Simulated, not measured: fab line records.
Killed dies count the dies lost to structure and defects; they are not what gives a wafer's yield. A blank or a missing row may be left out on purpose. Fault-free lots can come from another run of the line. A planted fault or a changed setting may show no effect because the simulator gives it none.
Matching of chambers | flow nandHarc | NHARC_A_BLC_STRIP_29 on rieDiel-08 has 4 sister chambers
The step strips in CF4. 27 wafers are shown with their chamber, then 12 later ones without.

## WAFERS WITH THEIR CHAMBER
wafer  | chamber | drypumpMotorCurrentA (A) | showerheadPlenumPTorr (Torr) | oesProductAu (a.u.)
L077.1 | 3       | 5.8                      | 1.86                         | 0.984
L077.2 | 2       | 5.0                      | 1.84                         | 0.997
L077.3 | 0       | 6.1                      | 1.77                         | 0.980
L077.4 | 1       | 6.3                      | 1.77                         | 0.989
L077.5 | 1       | 6.3                      | 1.77                         | 0.997
L077.6 | 2       | 5.0                      | 1.84                         | 0.995
L076.3 | 0       | 6.2                      | 1.77                         | 0.986
L076.5 | 3       | 5.8                      | 1.86                         | 1.005
L076.6 | 0       | 6.1                      | 1.77                         | 0.978
L079.3 | 3       | 5.8                      | 1.86                         | 0.992
L079.4 | 1       | 6.3                      | 1.77                         | 0.987
L079.5 | 2       | 5.0                      | 1.84                         | 0.999
L079.1 | 0       | 6.1                      | 1.77                         | 0.973
L079.2 | 2       | 5.0                      | 1.84                         | 0.997
L079.6 | 1       | 6.3                      | 1.77                         | 0.988
L080.3 | 0       | 6.1                      | 1.77                         | 0.984
L080.5 | 2       | 5.0                      | 1.84                         | 0.993
L080.6 | 3       | 5.8                      | 1.86                         | 0.996
L087.1 | 0       | 6.1                      | 1.76                         | 0.982
L087.5 | 0       | 6.1                      | 1.76                         | 0.990
L087.6 | 3       | 5.8                      | 1.86                         | 1.003
L089.1 | 0       | 6.2                      | 1.76                         | 0.963
L089.2 | 2       | 5.0                      | 1.84                         | 0.993
L089.3 | 3       | 5.8                      | 1.86                         | 0.995
L089.4 | 0       | 6.1                      | 1.76                         | 0.984
L089.5 | 3       | 5.8                      | 1.86                         | 0.990
L089.6 | 2       | 5.0                      | 1.84                         | 0.987

SIGNATURES, as means of the wafers listed above
reading               | chamber 0 | chamber 1 | chamber 2 | chamber 3 | scatter within a chamber
drypumpMotorCurrentA  | 6.122     | 6.300     | 5.000     | 5.800     | 0.026
showerheadPlenumPTorr | 1.7656    | 1.7700    | 1.8400    | 1.8600    | 0.00311
oesProductAu          | 0.98000   | 0.99025   | 0.99443   | 0.99500   | 0.00656
Rule: a wafer lies at a distance from a chamber equal to the root of the sum of squares, over the readings, of (its reading less the chamber's mean, divided by the reading's scatter). If the next closest chamber is less than 2 further off than the closest, the wafer can't be placed; otherwise it belongs to the closest. The scatter: take each reading less its chamber's mean, square it, sum over the shown wafers, divide by the number of wafers less the number of chambers, and take the root.

## WAFERS MISSING THEIR CHAMBER
wafer  | drypumpMotorCurrentA (A) | showerheadPlenumPTorr (Torr) | oesProductAu (a.u.)
L090.1 | 5.0                      | 1.84                         | 0.986
L090.4 | 6.2                      | 1.77                         | 0.985
L090.5 | 5.8                      | 1.86                         | 0.993
L086.1 | 5.0                      | 1.84                         | 0.993
L086.3 | 6.1                      | 1.76                         | 0.992
L086.6 | 5.8                      | 1.86                         | 0.983
L093.1 | 5.8                      | 1.86                         | 0.976
L093.3 | 5.0                      | 1.84                         | 1.006
L093.4 | 6.3                      | 1.77                         | 1.009
L096.1 | 5.0                      | 1.84                         | 1.005
L096.2 | 5.8                      | 1.86                         | 0.987
L096.6 | 5.8                      | 1.86                         | 0.986

## EACH ONE'S CHAMBER
wafer  | from the rows above     | in truth
L090.1 | 2                       | 2
L090.4 | can't be placed: 0 or 1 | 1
L090.5 | 3                       | 3
L086.1 | 2                       | 2
L086.3 | 0                       | 0
L086.6 | 3                       | 3
L093.1 | 3                       | 3
L093.3 | 2                       | 2
L093.4 | 1                       | 1
L096.1 | 2                       | 2
L096.2 | 3                       | 3
L096.6 | 3                       | 3
11 of 12 placed correctly. Cannot be placed on the basis of these rows: 1; the candidates contain the true chamber in 1. Wrongly placed: 0.
